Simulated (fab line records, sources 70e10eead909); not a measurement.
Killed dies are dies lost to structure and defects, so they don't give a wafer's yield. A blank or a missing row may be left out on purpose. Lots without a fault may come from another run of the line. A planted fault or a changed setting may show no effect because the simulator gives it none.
Chamber matching | flow nand_harc | NHARC_P_ZERO_WELL_DESCUM_54 on rie_diel-05: 3 sister chambers
The step chemistry O2, time 3 s. 6 wafers are shown with their chamber, then 6 later ones without.

WAFERS WITH THEIR CHAMBER
wafer  | chamber | drypump_motor_current_A (A) | oes_product_au (a.u.)
L081.3 | 0       | 5.6                         | 1.004
L085.3 | 3       | 6.0                         | 0.987
L085.5 | 3       | 6.0                         | 0.994
L086.1 | 0       | 5.6                         | 1.005
L086.6 | 1       | 4.9                         | 0.986
L088.1 | 1       | 4.8                         | 0.985

WAFERS WITHOUT THEIR CHAMBER
wafer  | drypump_motor_current_A (A) | oes_product_au (a.u.)
L088.3 | 6.0                         | 0.989
L088.6 | 6.0                         | 1.003
L089.3 | 5.6                         | 1.006
L089.4 | 6.0                         | 0.995
L091.2 | 4.9                         | 0.996
L091.4 | 6.0                         | 0.994

WHICH CHAMBER EACH WENT THROUGH
wafer  | from the rows above | in truth
L088.3 | 3                   | 3
L088.6 | 3                   | 3
L089.3 | 0                   | 0
L089.4 | 3                   | 3
L091.2 | 1                   | 1
L091.4 | 3                   | 3
Placed correctly: 6 of 6. Can't be placed from these rows: 0. Placed wrongly: 0.
How it was worked out, from the rows above alone: a wafer's distance from a chamber is the root of the sum, over the readings, of the square of ((its reading less the chamber's mean) divided by the reading's scatter). The wafer belongs to the nearest chamber; if the next one is less than 2 further off, it can't be placed. A chamber's mean is the mean of its shown wafers. The scatter: the root of (the sum of the squares of (reading less its chamber's mean) over the shown wafers, divided by (wafers less chambers)).
